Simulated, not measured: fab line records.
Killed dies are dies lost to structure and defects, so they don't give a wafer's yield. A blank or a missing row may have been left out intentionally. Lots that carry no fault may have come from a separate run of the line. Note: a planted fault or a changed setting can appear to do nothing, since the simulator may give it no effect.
Split-lot trial :: flow n5 finfet :: on a route of 1938 steps: 7 lots, 21 wafers read

SPLIT DETAILS
At N5_BEOL_M7_ETCH_41 (etches SiCN in CH3F/O2, target depth 31.9 nm, time 57.8 s), the setting source w was moved away from the recipe's 395 W on 7 of the 21 wafers read, by -4.5% to +17.0%. All remaining wafers had this setting at the recipe value.

The reading is taken at the split's own step.

THE READING
rf vpp V, in V, at N5_BEOL_M7_ETCH_41 (etches SiCN in CH3F/O2, target depth 31.9 nm, time 57.8 s). A value of 297.5 V with a standard deviation of 1.6 V is what fault-free wafers of this fab line usually give.

wafer: L076.1
tool, chamber at the split: rie diel-04, 2
source w as run, W: 395
against the recipe: recipe
rf vpp V, V: 299.1
against lot-mates on the recipe: -

wafer: L076.2
tool, chamber at the split: rie diel-04, 3
source w as run, W: 434.7
against the recipe: +10.1%
rf vpp V, V: 291.8
against lot-mates on the recipe: -7.3

wafer: L076.5
tool, chamber at the split: rie diel-04, 1
source w as run, W: 395
against the recipe: recipe
rf vpp V, V: 299.2
against lot-mates on the recipe: -

wafer: L074.2
tool, chamber at the split: rie diel-04, 2
source w as run, W: 395
against the recipe: recipe
rf vpp V, V: 299.5
against lot-mates on the recipe: -

wafer: L074.3
tool, chamber at the split: rie diel-04, 1
source w as run, W: 395
against the recipe: recipe
rf vpp V, V: 298.1
against lot-mates on the recipe: -

wafer: L074.6
tool, chamber at the split: rie diel-04, 3
source w as run, W: 395
against the recipe: recipe
rf vpp V, V: 299.8
against lot-mates on the recipe: -

wafer: L083.2
tool, chamber at the split: rie diel-05, 0
source w as run, W: 395
against the recipe: recipe
rf vpp V, V: 297.5
against lot-mates on the recipe: -

wafer: L083.3
tool, chamber at the split: rie diel-05, 1
source w as run, W: 395
against the recipe: recipe
rf vpp V, V: 295.8
against lot-mates on the recipe: -

wafer: L083.5
tool, chamber at the split: rie diel-05, 2
source w as run, W: 395
against the recipe: recipe
rf vpp V, V: 296.9
against lot-mates on the recipe: -

wafer: L084.1
tool, chamber at the split: rie diel-04, 1
source w as run, W: 432.3
against the recipe: +9.4%
rf vpp V, V: 288.5
against lot-mates on the recipe: -9.1

wafer: L084.3
tool, chamber at the split: rie diel-04, 3
source w as run, W: 432.3
against the recipe: +9.4%
rf vpp V, V: 290.8
against lot-mates on the recipe: -6.8

wafer: L084.6
tool, chamber at the split: rie diel-04, 0
source w as run, W: 395
against the recipe: recipe
rf vpp V, V: 297.6
against lot-mates on the recipe: -

wafer: L092.1
tool, chamber at the split: rie diel-04, 2
source w as run, W: 395
against the recipe: recipe
rf vpp V, V: 298.6
against lot-mates on the recipe: -

wafer: L092.4
tool, chamber at the split: rie diel-04, 3
source w as run, W: 395
against the recipe: recipe
rf vpp V, V: 299.4
against lot-mates on the recipe: -

wafer: L092.6
tool, chamber at the split: rie diel-04, 2
source w as run, W: 422.9
against the recipe: +7.1%
rf vpp V, V: 290.6
against lot-mates on the recipe: -8.4

wafer: L095.1
tool, chamber at the split: rie diel-05, 2
source w as run, W: 377.1
against the recipe: -4.5%
rf vpp V, V: 302.0
against lot-mates on the recipe: +6.1

wafer: L095.2
tool, chamber at the split: rie diel-05, 1
source w as run, W: 377.1
against the recipe: -4.5%
rf vpp V, V: 299.5
against lot-mates on the recipe: +3.6

wafer: L095.4
tool, chamber at the split: rie diel-05, 3
source w as run, W: 395
against the recipe: recipe
rf vpp V, V: 295.9
against lot-mates on the recipe: -

wafer: L094.1
tool, chamber at the split: rie diel-04, 2
source w as run, W: 395
against the recipe: recipe
rf vpp V, V: 298.7
against lot-mates on the recipe: -

wafer: L094.3
tool, chamber at the split: rie diel-04, 0
source w as run, W: 395
against the recipe: recipe
rf vpp V, V: 297.0
against lot-mates on the recipe: -

wafer: L094.5
tool, chamber at the split: rie diel-04, 0
source w as run, W: 462.1
against the recipe: +17.0%
rf vpp V, V: 282.7
against lot-mates on the recipe: -15.2

FIT RESULTS
A straight line over all 21 wafers: rf vpp V changes by -0.839 V for each +1% of source w; r = -0.95; the points scatter about the line by 1.4 V.
The same after taking each lot's own level away (the mean of its wafers on the recipe; 21 wafers): -0.894 V for each +1%; r = -0.98; scatter 1 V.
On that fit, the largest move of source w shifts the reading by 15 V.
From 295.90 to 299.15 V: that is the span of the lots' own levels, equal to 2.0 times the standard deviation above.
The two slopes are in agreement: the lot-to-lot level therefore moves the slope only a little.
Check: -15 V against its lot-mates is what the line predicts for one of the wafers moved furthest among these (+17.0%) when that wafer is left out of the fit. It came out at -15.2 V against them.
Tool readings at the split's step, against how far the setting was moved: rf vpp V r = -0.95.

ADDITIONAL SPLITS CARRIED BY THESE WAFERS
These wafers also went through other splits before the reading. Each is held against what the fit with the lots' levels taken away leaves over:
other split on the same wafers: N5_BEOL_M6_EXPOSE_25 dose mj
wafers away from the commonest value: 9
r with rf vpp V (lot level and that fit taken away): -0.04

other split on the same wafers: N5_BEOL_M7_TRENCH_ETCH_37 source w
wafers away from the commonest value: 9
r with rf vpp V (lot level and that fit taken away): -0.34

FILE'S OWN FIT
rf vpp V changes by -0.889 V for each +1% of source w, r = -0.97.
